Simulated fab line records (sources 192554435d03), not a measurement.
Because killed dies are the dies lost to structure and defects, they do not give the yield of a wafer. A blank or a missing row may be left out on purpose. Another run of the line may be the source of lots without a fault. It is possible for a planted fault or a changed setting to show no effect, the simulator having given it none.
Matching of chambers	flow n5 finfet	ald sin-01 running N5_FIN_SAQP_SPACER2_ALD_28: 4 sister chambers
The step deposits SiO2, target thk 8.1 nm, pulse time 1 s, purge time 2 s. 7 wafers are shown with their chamber, then 9 later ones without.

## WAFERS PAIRED WITH THEIR CHAMBERS
wafer	chamber	heater power w (W)	precursor pulse height rel
L084.1	3	340	0.974
L085.1	1	489	0.952
L085.2	2	468	0.978
L085.6	3	351	0.989
L086.4	2	473	0.988
L086.5	0	390	1.012
L086.6	1	470	0.997

## WAFERS WITH NO CHAMBER GIVEN
wafer	heater power w (W)	precursor pulse height rel
L088.2	352	1.006
L088.3	476	0.980
L088.6	346	0.998
L091.1	392	1.004
L091.3	462	0.979
L091.4	396	1.006
L095.1	396	1.005
L095.3	469	1.024
L095.4	477	0.972

## WHICH CHAMBER EACH ONE RAN IN
wafer	from the rows above	in truth
L088.2	3	3
L088.3	can't be placed: 1 or 2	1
L088.6	3	3
L091.1	0	0
L091.3	can't be placed: 2 or 1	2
L091.4	0	0
L095.1	0	0
L095.3	can't be placed: 2 or 1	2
L095.4	can't be placed: 1 or 2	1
Correctly placed: 5 of 9. These rows do not allow placing 4 (true chamber among the candidates in 4). Number placed wrongly: 0.
How it was worked out, from the rows above alone: a wafer's distance from a chamber is the root of the sum, over the readings, of the square of ((its reading less the chamber's mean) divided by the reading's scatter). If the next closest chamber is less than 2 further off than the closest, the wafer can't be placed; otherwise it belongs to the closest. For every chamber, the mean is computed from those of its wafers that are shown. The scatter: the root of (the sum of the squares of (reading less its chamber's mean) over the shown wafers, divided by (wafers less chambers)).
